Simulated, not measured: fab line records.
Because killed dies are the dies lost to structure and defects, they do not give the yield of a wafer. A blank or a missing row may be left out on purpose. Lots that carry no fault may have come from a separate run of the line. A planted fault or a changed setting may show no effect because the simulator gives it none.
Chamber matching | flow nand harc | NHARC_A_STAIRCASE_ETCH_253 on rie diel-08: 4 sister chambers
The step etches the open film in C4F8/O2, target depth 50 nm, time 20.2 s. 4 wafers are shown with their chamber, then 12 later ones without.

== WAFERS PAIRED WITH THEIR CHAMBERS ==
wafer  | chamber | rf vpp V (V)
L090.5 | 0       | 902
L090.6 | 1       | 898
L091.1 | 3       | 892
L091.6 | 2       | 890

== WAFERS WHOSE CHAMBER IS MISSING ==
wafer  | rf vpp V (V)
L088.3 | 899
L088.4 | 900
L088.5 | 892
L095.1 | 899
L095.5 | 898
L095.6 | 900
L093.1 | 899
L093.2 | 892
L093.4 | 889
L097.3 | 891
L097.5 | 890
L097.6 | 893

== EACH ONE'S CHAMBER ==
wafer  | from the rows above     | in truth
L088.3 | can't be placed: 1 or 0 | 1
L088.4 | can't be placed: 0 or 1 | 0
L088.5 | can't be placed: 3 or 2 | 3
L095.1 | can't be placed: 1 or 0 | 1
L095.5 | 1                       | 1
L095.6 | can't be placed: 0 or 1 | 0
L093.1 | can't be placed: 1 or 0 | 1
L093.2 | can't be placed: 3 or 2 | 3
L093.4 | can't be placed: 2 or 3 | 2
L097.3 | can't be placed: 2 or 3 | 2
L097.5 | can't be placed: 2 or 3 | 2
L097.6 | can't be placed: 3 or 2 | 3
Placed correctly: 1 of 12. Not placeable from these rows: 11 (in 11, the candidates include the true chamber). Wrongly placed: 0.
How it was worked out, from the rows above alone: a wafer's distance from a chamber is the root of the sum, over the readings, of the square of ((its reading less the chamber's mean) divided by the reading's scatter). If the next closest chamber is less than 2 further off than the closest, the wafer can't be placed; otherwise it belongs to the closest. Each chamber's mean is taken over the wafers shown for it. The scatter (one wafer shown for each chamber): square how far every hidden wafer sits from the nearest shown wafer, average those squares and take the square root.
